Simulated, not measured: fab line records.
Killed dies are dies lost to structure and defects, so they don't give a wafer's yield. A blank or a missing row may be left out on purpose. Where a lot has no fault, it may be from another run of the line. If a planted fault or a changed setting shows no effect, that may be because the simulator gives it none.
fab line records	flow nand-harc
record: lots: 12	wafers: 36	last-day: 25
route steps=1159 shown A_CONTACT@955 A_BLC@972 END@1159
lots untouched by any fault: they come from a run of this same line in which no faults occurred
start-h: hours from the record's first day to the start of the lot's first wafer shown	wait-h: hours elapsed since this lot's preceding step	" repeats the value in the row above	L1.1+2: a single row standing in for several wafers	- no value, or no start was given	* or withheld: withheld	< > ~ a bound
route shown NAME@n: a module of which the file shows steps, and the number in the route of the first	usual: average and standard deviation across the fault-free wafers	same: alike in all rows	chamber/n: place in a boat	sites: per-site readings	_std_site: the values' standard deviation	_edge_site: mean of outer sites minus mean of inner sites	radius-mm: for every site, how far away it sits from the centre of the wafer	mask NAME#n: copy n	behind: the most recent tool/chamber to have shaped the wafer	hold: why the lot went on hold/how many hours it stayed there/how the hold came to an end	device: names the non-switching transistor (n, p or np)	end of line: at the end of the route, the tests of the same wafers	a step given without rows: its recipe and nothing more	killed: the dies lost at the first sort to structure and to defects; this is not the yield of the wafer	map: the dies of a wafer, with x for killed, . for not killed, _ for no die there
set.NAME: the run value of the setting; set.NAME@STEP: its run value at that earlier step	model.NAME: the simulator's own value behind a step, which no gauge read
route steps across a sampled set of lots; one table per step, one row per wafer
services: a tool's chamber out of use, with start hour (start-h, from the record's first day; less than 0 if before it), hours out, and reason
== steps ==
step: NHARC_A_CONTACT_ETCH_110
recipe: target-depth-a: 500	overetch-a: 50	time-s: 27.5	ion-energy-ev: 100	cf4-flow-sccm: 80	o2-flow-sccm: 20	ar-flow-sccm: 0	rf-w: 300	bias-w: 100	chemistry: CF4/O2
usual: drypump-motor-current-A: 5.7/0.41	oes-product-au: 1.003/0.013	rf-vpp-V: 197.7/1.3	showerhead-plenum-p-Torr: 1.33/0.046	throttle-valve-pct: 13.396/0.0097
same: time-s: 27.5
lot.wafer	tool	chamber	start-h	wait-h	drypump-motor-current-A	oes-product-au	rf-hours-counter-h	rf-vpp-V	showerhead-plenum-p-Torr	throttle-valve-pct
L520.2	rie-diel-06	1	388.71	0.1	5.1	0.988	52	196.0	1.31	13.396
L520.1	"	2	"	"	5.9	1.001	54	197.6	1.31	13.403
L520.3	"	0	"	"	5.6	0.992	55	198.4	1.32	13.375
L519.1	rie-diel-06	2	389.99	0.1	5.8	0.995	54	197.5	1.31	13.387
L519.6	"	0	"	"	5.6	0.990	-	195.9	1.32	13.383
L519.5	"	1	"	"	5.1	0.986	-	198.6	1.31	13.396
L522.1	rie-diel-13	2	394.77	0.1	5.8	1.020	26	197.8	1.32	13.393
L522.2	"	0	"	"	5.7	0.989	26	194.9	1.24	13.393
L522.6	"	2	"	"	5.8	1.018	-	197.7	1.32	13.412
L523.4	rie-diel-01	2	419.44	0.1	5.2	1.009	35	199.7	1.36	13.394
L523.3	"	3	"	"	6.6	0.996	38	199.6	1.38	13.404
L523.6	"	0	"	"	5.8	1.002	-	199.6	1.37	13.399
L526.3	rie-diel-01	3	431.52	0.1	6.6	0.988	41	198.1	1.38	13.410
L526.4	"	2	"	"	5.2	1.004	38	198.0	1.36	13.385
L526.6	"	3	"	"	6.6	0.976	-	198.4	1.38	13.395
L532.1	rie-diel-01	2	476.93	0.1	5.1	1.025	53	198.5	1.36	13.397
L532.2	"	0	"	"	5.8	0.993	54	197.6	1.37	13.404
L532.3	"	1	"	"	5.0	1.026	57	195.2	1.29	13.410
L533.1	rie-diel-01	0	479.33	0.1	5.8	0.986	54	198.3	1.37	13.392
L533.2	"	2	"	"	5.1	1.014	53	198.9	1.36	13.386
L533.4	"	3	"	"	6.6	0.989	57	198.2	1.38	13.385
L530.2	rie-diel-06	2	480.46	0.1	5.8	1.018	20	197.0	1.31	13.386
L530.5	"	0	"	"	5.6	0.986	-	196.2	1.32	13.385
L530.6	"	1	"	"	5.1	1.016	-	196.7	1.31	13.393
L539.1	rie-diel-06	1	512.13	0.1	5.1	1.007	30	197.1	1.30	13.396
L539.3	"	3	"	"	6.4	1.003	37	197.2	1.30	13.401
L539.6	"	2	"	"	5.9	1.011	-	197.9	1.30	13.378
L538.4	rie-diel-01	1	514.60	0.1	5.0	1.019	8	197.4	1.29	13.401
L538.3	"	2	"	"	5.2	1.001	7	200.3	1.35	13.404
L538.1	"	0	"	"	5.8	1.013	9	198.5	1.36	13.384
L541.2	rie-diel-13	3	525.55	0.1	5.8	1.009	16	198.6	1.34	13.391
L541.1	"	0	"	"	5.7	1.000	15	198.8	1.44	13.388
L541.3	"	1	"	"	5.5	0.996	16	201.1	1.39	13.395
L542.1	rie-diel-06	1	537.37	0.0	5.1	1.001	43	196.3	1.30	13.400
L542.4	"	2	"	"	5.8	1.014	44	196.7	1.30	13.400
L542.3	"	0	"	"	5.6	0.984	46	196.6	1.31	13.397
step: NHARC_A_BLC_PEB_08
recipe: peb-temp-c: 100	peb-time-s: 65
usual: chill-plate-temp-C: 22.97/0.12	exhaust-pa: 45.0/0.92
lot.wafer	tool	chamber	start-h	wait-h	chill-plate-temp-C	exhaust-pa
L520.1	litho-track-01	0	391.30	0.1	22.90	43.3
L520.2	"	0	"	"	22.94	44.8
L520.3	"	0	"	"	22.75	44.4
L519.1	litho-track-06	0	395.42	0.1	23.07	44.5
L519.5	"	0	"	"	23.21	45.4
L519.6	"	0	"	"	23.08	45.5
L522.1	litho-track-04	0	399.93	0.1	23.00	44.9
L522.2	"	0	"	"	22.98	43.8
L522.6	"	0	"	"	22.95	45.7
L523.3	litho-track-01	0	422.00	0.0	23.01	44.3
L523.4	"	0	"	"	23.01	45.4
L523.6	"	0	"	"	23.08	44.2
L526.3	litho-track-01	0	434.41	0.1	22.70	45.5
L526.4	"	0	"	"	22.95	46.0
L526.6	"	0	"	"	22.69	46.4
L532.1	litho-track-01	0	484.95	0.1	23.05	46.1
L532.2	"	0	"	"	23.00	46.4
L532.3	"	0	"	"	22.98	45.9
L533.1	litho-track-01	0	494.44	0.1	22.83	44.1
L533.2	"	0	"	"	22.83	43.8
L533.4	"	0	"	"	22.92	44.8
L530.2	litho-track-01	0	495.18	0.1	22.98	43.6
L530.5	"	0	"	"	22.92	46.2
L530.6	"	0	"	"	22.96	45.9
L539.1	litho-track-04	0	519.95	0.1	23.19	45.6
L539.3	"	0	"	"	23.17	45.8
L539.6	"	0	"	"	23.04	45.3
L538.1	litho-track-04	0	520.69	0.1	22.82	44.6
L538.3	"	0	"	"	23.04	45.2
L538.4	"	0	"	"	23.02	45.4
L541.1	litho-track-04	0	529.52	0.1	22.82	44.8
L541.2	"	0	"	"	23.08	44.4
L541.3	"	0	"	"	23.09	45.3
L542.1	litho-track-04	0	543.34	0.1	22.80	45.7
L542.3	"	0	"	"	23.06	45.1
L542.4	"	0	"	"	22.99	45.1
step: NHARC_A_BLC_CD_MEAS_10
recipe: target-cd-nm: 100	landing-energy-ev: 500
usual: cd-nm: 99.5/0.88
lot.wafer	tool	chamber	start-h	wait-h	cd-nm
L520.1	cd-sem-02	0	391.38	-	98.8
L520.2	"	0	"	"	99.9
L520.3	"	0	"	"	98.2
L519.1	cd-sem-01	0	395.50	-	99.6
L519.5	"	0	"	"	100.1
L519.6	"	0	"	"	99.9
L522.1	cd-sem-01	0	400.00	-	100.3
L522.2	"	0	"	"	99.0
L522.6	"	0	"	"	99.2
L523.3	cd-sem-01	0	422.08	-	99.4
L523.4	"	0	"	"	100.9
L523.6	"	0	"	"	100.0
L526.3	cd-sem-01	0	434.50	-	100.1
L526.4	"	0	"	"	99.4
L526.6	"	0	"	"	98.5
L532.1	cd-sem-02	0	485.03	-	107.2
L532.2	"	0	"	"	99.6
L532.3	"	0	"	"	99.2
L533.1	cd-sem-02	0	494.52	-	108.5
L533.2	"	0	"	"	98.9
L533.4	"	0	"	"	99.3
L530.2	cd-sem-01	0	495.26	-	98.7
L530.5	"	0	"	"	99.4
L530.6	"	0	"	"	106.7
L539.1	cd-sem-03	0	520.03	-	98.9
L539.3	"	0	"	"	98.6
L539.6	"	0	"	"	99.1
L538.1	cd-sem-03	0	520.77	-	100.2
L538.3	"	0	"	"	100.1
L538.4	"	0	"	"	100.5
L541.1	cd-sem-01	0	529.60	-	98.6
L541.2	"	0	"	"	98.1
L541.3	"	0	"	"	99.0
L542.1	cd-sem-02	0	543.42	-	98.6
L542.3	"	0	"	"	98.4
L542.4	"	0	"	"	98.0
step: NHARC_A_BLC_INSPECT_12
usual: raw-defect-count: 32/13
lot.wafer	tool	chamber	start-h	wait-h	raw-defect-count
L520.1	defect-inspect-02	-	391.50	0.0	34
L520.2	"	-	"	"	30
L520.3	"	-	"	"	42
L519.1	defect-inspect-01	-	395.62	0.0	23
L519.5	"	-	"	"	10
L519.6	"	-	"	"	21
L522.1	defect-inspect-01	-	400.13	0.0	19
L522.2	"	-	"	"	22
L522.6	"	-	"	"	20
L523.3	defect-inspect-01	-	422.20	0.0	7
L523.4	"	-	"	"	13
L523.6	"	-	"	"	8
L526.3	defect-inspect-01	-	434.62	0.0	37
L526.4	"	-	"	"	45
L526.6	"	-	"	"	48
L532.1	defect-inspect-01	-	485.15	0.0	43
L532.2	"	-	"	"	32
L532.3	"	-	"	"	30
L533.1	defect-inspect-02	-	494.64	0.0	41
L533.2	"	-	"	"	37
L533.4	"	-	"	"	35
L530.2	defect-inspect-01	-	495.38	0.0	40
L530.5	"	-	"	"	37
L530.6	"	-	"	"	30
L539.1	defect-inspect-01	-	520.16	0.0	40
L539.3	"	-	"	"	37
L539.6	"	-	"	"	48
L538.1	defect-inspect-01	-	520.89	0.0	20
L538.3	"	-	"	"	9
L538.4	"	-	"	"	17
L541.1	defect-inspect-01	-	529.72	0.0	43
L541.2	"	-	"	"	39
L541.3	"	-	"	"	35
L542.1	defect-inspect-01	-	543.55	0.0	47
L542.3	"	-	"	"	32
L542.4	"	-	"	"	43
step: NHARC_A_BLC_PVD_32
recipe: target-thk-a: 50	chamber-pressure-pa: 5	power-w: 5000	substrate-temp-c: 200	time-s: 17.7	material: Ti
usual: cathode-dc-power-W: 5000.1/0.86	substrate-temp-c: 200.02/0.17	throttle-valve-pct: 29.7/0.87
same: time-s: 17.7
lot.wafer	tool	chamber	start-h	wait-h	cathode-dc-power-W	substrate-temp-c	throttle-valve-pct
L520.1	pvd-sputter-01	-	-	-	5001.5	199.86	29.1
L520.2	"	-	"	"	5000.4	199.91	28.2
L520.3	"	-	"	"	5000.3	200.07	29.6
L519.1	pvd-sputter-03	-	-	-	4999.5	199.87	30.9
L519.5	"	-	"	"	4998.9	199.99	29.4
L519.6	"	-	"	"	4999.6	199.76	29.0
L522.2	pvd-sputter-01	-	-	-	4999.1	199.98	29.2
L522.1	"	-	"	"	5000.4	199.67	29.5
L522.6	"	-	"	"	5000.2	200.07	29.1
L523.3	pvd-sputter-02	-	-	-	4998.9	200.26	31.3
L523.4	"	-	"	"	5000.4	199.99	28.8
L523.6	"	-	"	"	5000.2	200.08	31.4
L526.3	pvd-sputter-03	-	-	-	5000.5	199.98	31.0
L526.4	"	-	"	"	5001.0	199.76	29.1
L526.6	"	-	"	"	4999.3	200.13	28.8
L532.2	pvd-sputter-02	-	-	-	5000.6	199.76	29.1
L532.3	"	-	"	"	4999.7	199.96	28.6
L532.1	"	-	"	"	4999.4	199.94	29.6
L533.1	pvd-sputter-01	-	-	-	5001.8	199.91	29.5
L533.4	"	-	"	"	4999.7	200.10	29.8
L533.2	"	-	"	"	4999.3	200.21	29.0
L530.2	pvd-sputter-03	-	-	-	5000.5	199.84	29.4
L530.6	"	-	"	"	5000.5	199.69	29.8
L530.5	"	-	"	"	4999.5	199.95	29.5
L539.1	pvd-sputter-02	-	-	-	4999.8	199.75	29.4
L539.3	"	-	"	"	5001.1	199.73	28.6
L539.6	"	-	"	"	4998.6	199.85	29.1
L538.1	pvd-sputter-03	-	-	-	4999.7	199.95	30.7
L538.4	"	-	"	"	5000.6	199.92	29.9
L538.3	"	-	"	"	5001.3	199.83	29.7
L541.3	pvd-sputter-03	-	-	-	5000.8	200.11	29.3
L541.1	"	-	"	"	5000.5	200.05	29.6
L541.2	"	-	"	"	4999.5	200.01	29.7
L542.1	pvd-sputter-02	-	-	-	5001.5	200.08	29.1
L542.4	"	-	"	"	4999.0	200.18	29.5
L542.3	"	-	"	"	4998.8	200.06	31.3
step: NHARC_END_SORT_01
recipe: temp-c: 25
usual: killed-at-array: 29/10	killed-at-other: 0.7/1.1	killed-at-periphery: 3.3/2.4	killed-dies: 33/11	killed-open: 3.3/2	killed-short: 1.9/1.3
same: gross-dies: 677
lot.wafer	tool	chamber	start-h	wait-h	killed-at-array	killed-at-other	killed-at-periphery	killed-dies	killed-open	killed-short
L532.1	prober-02	0	540.65	2.5	37	2	5	44	4	4
L530.6	prober-01	0	553.57	4.0	26	1	5	32	2	1
killed by level:class
L532.1 A_CHANNEL_HOLE_D1:chamber-film-flake=19 A_ZERO_WELL:chamber-film-flake=4 A_CONTACT:chamber-film-flake=3 A_STAIRCASE:chamber-film-flake=3 THIN_TSV:chamber-film-flake=2 A_BLC:area-peb=2 P_CONTACT:geometric-particle:short=1 P_M2:geometric-particle:short=1
L530.6 A_SLIT:chamber-film-flake=17 P_M1:chamber-film-flake=3 A_CHANNEL_HOLE_D1:chamber-film-flake=3 A_CONTACT:chamber-film-flake=3 P_GATE:geometric-particle:open=1 A_SGD_CUT:geometric-particle:short=1 A_WL_FILL:geometric-particle:open=1 P_GATE:chamber-film-flake=1
== services ==
tool	chamber	start-h	hours	kind
rie-diel-06	0	373.24	-	clean
rie-diel-06	1	373.24	-	clean
rie-diel-06	2	373.24	-	clean
rie-diel-06	3	373.24	-	clean
rie-diel-01	0	373.31	-	clean
pvd-sputter-03	-	379.14	15.3	repair
rie-diel-13	1	390.38	7.0	repair
pvd-sputter-02	-	392.00	10.0	pm
rie-diel-01	0	397.52	9.4	repair
pvd-sputter-01	-	413.99	26.0	repair
rie-diel-06	-	418.30	9.0	pm
rie-diel-01	2	436.81	3.8	repair
rie-diel-01	3	442.06	2.8	repair
litho-track-01	-	443.01	7.0	pm
rie-diel-13	1	443.64	8.4	repair
pvd-sputter-02	-	445.98	0.9	repair
rie-diel-13	-	453.03	9.0	pm
pvd-sputter-03	-	458.00	10.0	pm
litho-track-06	-	467.00	7.0	pm
rie-diel-01	-	471.56	2.4	repair
rie-diel-01	3	487.87	8.2	repair
litho-track-04	-	491.00	7.0	pm
rie-diel-01	-	491.80	9.0	pm
pvd-sputter-01	-	514.06	10.0	pm
== key ==
first-sign: step: NHARC_A_BLC_CD_MEAS_10	reading: cd-nm	direction: up	sigmas: 9	usual: 99.5	struck: 107.4
effect none on later readings
met-at NHARC_A_BLC_PEB_08
struck-lots L530,L532,L533
struck-wafers L530.6,L532.1,L533.1
tester-left-out L530,L532,L533
not-acting-at NHARC_A_CONTACT_ETCH_110,NHARC_A_BLC_INSPECT_12,NHARC_A_BLC_PVD_32
onset-between 434.41 484.95
fault: kind: process-parameter-drift	tool: litho-track-01	chamber: -	onset-h: 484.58	steps: NHARC_A_BLC_PEB_08	channel: peb-time-s	offset: *	shape: step	end-h: 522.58	scope: struck-wafers-only	acts-in: *	stated: *
tester-left-out: of these lots the tester's yield and bins aren't shown, on N5 and GAA mostly nor the transistor test; their killed dies are dies lost to structure and defects alone, not to doping, threshold or leakage, so they don't give the yield
